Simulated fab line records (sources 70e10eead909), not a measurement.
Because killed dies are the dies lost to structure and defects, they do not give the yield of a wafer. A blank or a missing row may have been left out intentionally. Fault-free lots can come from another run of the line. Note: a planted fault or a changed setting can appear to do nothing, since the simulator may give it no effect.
Chamber matching | flow nandHarc | rieDiel-11 running NHARC_P_GATE_DESCUM_48: 4 sister chambers
The step chemistry O2, time 3 s. 4 wafers are shown with their chamber, then 9 later ones without.

== WAFERS, EACH WITH ITS CHAMBER ==
wafer  | chamber | drypumpMotorCurrentA (A)
L082.5 | 1       | 5.5
L081.4 | 0       | 5.8
L081.5 | 2       | 5.5
L081.6 | 3       | 6.6

== WAFERS WHOSE CHAMBER IS MISSING ==
wafer  | drypumpMotorCurrentA (A)
L085.3 | 6.6
L085.4 | 5.8
L085.6 | 5.8
L096.3 | 5.5
L096.5 | 5.9
L096.6 | 6.6
L097.1 | 5.8
L097.2 | 6.6
L097.6 | 5.8

== CHAMBER TAKEN BY EACH ==
wafer  | from the rows above     | in truth
L085.3 | 3                       | 3
L085.4 | 0                       | 0
L085.6 | 0                       | 0
L096.3 | can't be placed: 1 or 2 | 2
L096.5 | 0                       | 0
L096.6 | 3                       | 3
L097.1 | 0                       | 0
L097.2 | 3                       | 3
L097.6 | 0                       | 0
Placed correctly: 8 of 9. From these rows, 1 cannot be placed; in 1 the true chamber is one of the candidates. Number placed wrongly: 0.
How it was worked out, from the rows above alone: a wafer's distance from a chamber is the root of the sum, over the readings, of the square of ((its reading less the chamber's mean) divided by the reading's scatter). The wafer belongs to the nearest chamber; if the next one is less than 2 further off, it can't be placed. A chamber's mean is the mean of its shown wafers. The scatter: root of mean squared gap, hidden wafer to nearest shown wafer, with one shown wafer a chamber.
